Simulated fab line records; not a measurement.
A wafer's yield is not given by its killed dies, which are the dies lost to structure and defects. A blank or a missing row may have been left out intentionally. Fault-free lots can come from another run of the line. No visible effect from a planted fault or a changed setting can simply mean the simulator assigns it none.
Which tool was responsible? + flow n5_finfet + 10 lots, 30 wafers sampled, at 4 steps of a route of 1938

WHAT EACH GAUGE READ, for each wafer
N5_BEOL_M0_SAQP_INSPECT_42: inspects for defects (brightfield).
| lot  | measured     | on                | raw_defect_count |
|------|--------------|-------------------|------------------|
| L424 | day 5 22:46  | defect_inspect-02 | 267 277 354      |
| L427 | day 6 18:16  | defect_inspect-01 | 205 280 208      |
| L430 | day 7 10:39  | defect_inspect-01 | 270 261 182      |
| L433 | day 8 02:35  | defect_inspect-02 | 269 278 163      |
| L434 | day 8 15:53  | defect_inspect-02 | 293 329 228      |
| L436 | day 9 00:11  | defect_inspect-01 | 265 165 243      |
| L437 | day 9 02:37  | defect_inspect-02 | 348 312 425      |
| L441 | day 10 05:48 | defect_inspect-01 | 245 198 403      |
| L442 | day 10 10:03 | defect_inspect-02 | 261 301 425      |
| L443 | day 10 14:11 | defect_inspect-01 | 276 373 196      |

TOOL THAT RAN EACH LOT (tool first, then ch and the chambers of the sampled wafers, then the start)
| lot  | N5_BEOL_M0_SAQP_SPACER1_ALD_98    | N5_BEOL_M0_SAQP_MANDREL2_REMOVE_110 | N5_BEOL_M0_SAQP_COAT_34           |
|------|-----------------------------------|-------------------------------------|-----------------------------------|
| L424 | ald_sin-02 ch 2,3, day 5 17:52    | rie_si-03 ch 0,1,2, day 5 22:16     | litho_track-01 ch 0, day 5 22:25  |
| L427 | ald_sin-01 ch 1,3, day 6 15:26    | rie_si-02 ch 1,2,3, day 6 17:45     | litho_track-02 ch 0, day 6 17:55  |
| L430 | ald_sin-01 ch 0,2, day 7 07:14    | rie_si-02 ch 0,1, day 7 10:01       | litho_track-05 ch 0, day 7 10:10  |
| L433 | ald_sin-01 ch 2,3, day 7 23:09    | rie_si-01 ch 0,2, day 8 01:57       | litho_track-05 ch 0, day 8 02:06  |
| L434 | ald_sin-03 ch 0,3, day 8 12:20    | rie_si-02 ch 1,2, day 8 15:23       | litho_track-02 ch 0, day 8 15:32  |
| L436 | ald_sin-02 ch 0,2,3, day 8 19:14  | rie_si-01 ch 1,2,3, day 8 23:32     | litho_track-01 ch 0, day 8 23:41  |
| L437 | ald_sin-02 ch 1,2, day 8 23:08    | rie_si-01 ch 0,2,3, day 9 01:59     | litho_track-05 ch 0, day 9 02:08  |
| L441 | ald_sin-01 ch 0,2,3, day 10 02:39 | rie_si-02 ch 0,2,3, day 10 05:17    | litho_track-05 ch 0, day 10 05:26 |
| L442 | ald_sin-03 ch 0,1,3, day 10 07:10 | rie_si-02 ch 0,2,3, day 10 09:32    | litho_track-02 ch 0, day 10 09:41 |
| L443 | ald_sin-02 ch 1,2,3, day 10 11:15 | rie_si-02 ch 1,2, day 10 13:41      | litho_track-02 ch 0, day 10 13:50 |
- N5_BEOL_M0_SAQP_SPACER1_ALD_98: deposits SiO2, target thk 12.8 nm, pulse time 1 s, purge time 2 s.
- N5_BEOL_M0_SAQP_MANDREL2_REMOVE_110: chemistry HBr/Cl2/O2, target a-Si, stops on SiCN, bt time 10 s.
- N5_BEOL_M0_SAQP_COAT_34: resist thk 30 nm.

THE ANSWER, worked out from the rows above alone
Rule: the lots themselves supply what counts as usual. Put in order of their means at a reading, lots are off if they are a third of the lots or fewer, leave a main group of 4 or more, and stand apart from it by a gap of 3 or more times the standard deviation of the main group's means; of several such gaps the widest counts. A main group whose means are all the same, to the digits that the tables above print for the reading, isn't used. A lot without any number at a reading at which 4 lots or more have one is off too. Any other lot the step has rows for is counted as sound.
No lot is off at any reading shown: from this, nothing can be told.

WHAT THE SIMULATOR HAD PUT IN
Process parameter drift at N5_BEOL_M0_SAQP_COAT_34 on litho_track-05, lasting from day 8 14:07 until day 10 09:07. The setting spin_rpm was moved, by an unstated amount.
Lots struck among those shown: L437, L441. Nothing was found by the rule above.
